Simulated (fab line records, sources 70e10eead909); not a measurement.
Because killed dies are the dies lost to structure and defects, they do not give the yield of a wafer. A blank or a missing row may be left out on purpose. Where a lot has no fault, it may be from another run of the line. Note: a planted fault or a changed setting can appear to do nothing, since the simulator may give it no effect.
Matching of chambers -- flow nandHarc -- aldMetal-04 running NHARC_A_WL_FILL_ALD_19: 4 sister chambers
The step deposits TiN, target thk 2 nm, pulse time 3 s, ald cycles 100. 8 wafers are shown with their chamber, then 10 later ones without.

EACH WAFER AND ITS CHAMBER
wafer,chamber,heaterPowerOuterW (W),heaterPowerW (W)
L078.1,3,683,1043
L082.1,0,728,1090
L082.3,1,691,1101
L088.1,1,719,1106
L088.3,0,741,1066
L088.4,2,658,1062
L089.2,2,651,1083
L089.4,3,644,1003

WAFERS WHOSE CHAMBER IS MISSING
wafer,heaterPowerOuterW (W),heaterPowerW (W)
L089.6,651,1083
L096.1,688,1058
L096.5,656,1023
L096.6,672,1055
L093.2,707,1086
L093.3,648,1053
L093.5,727,1078
L095.1,668,1094
L095.4,662,1013
L095.6,692,1106

WHICH CHAMBER EACH WENT THROUGH
wafer,from the rows above,in truth
L089.6,2,2
L096.1,can't be placed: 2 or 3 or 1 or 0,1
L096.5,3,3
L096.6,can't be placed: 2 or 3 or 1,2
L093.2,can't be placed: 1 or 0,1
L093.3,can't be placed: 2 or 3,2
L093.5,can't be placed: 0 or 1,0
L095.1,can't be placed: 2 or 1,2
L095.4,3,3
L095.6,1,1
Correct placement for 4 of the 10. From these rows, 6 cannot be placed; in 6 the true chamber is one of the candidates. Number placed wrongly: 0.
How it was worked out, from the rows above alone: a wafer's distance from a chamber is the root of the sum, over the readings, of the square of ((its reading less the chamber's mean) divided by the reading's scatter). The wafer belongs to the nearest chamber; if the next one is less than 2 further off, it can't be placed. For every chamber, the mean is computed from those of its wafers that are shown. The scatter: the root of (the sum of the squares of (reading less its chamber's mean) over the shown wafers, divided by (wafers less chambers)).
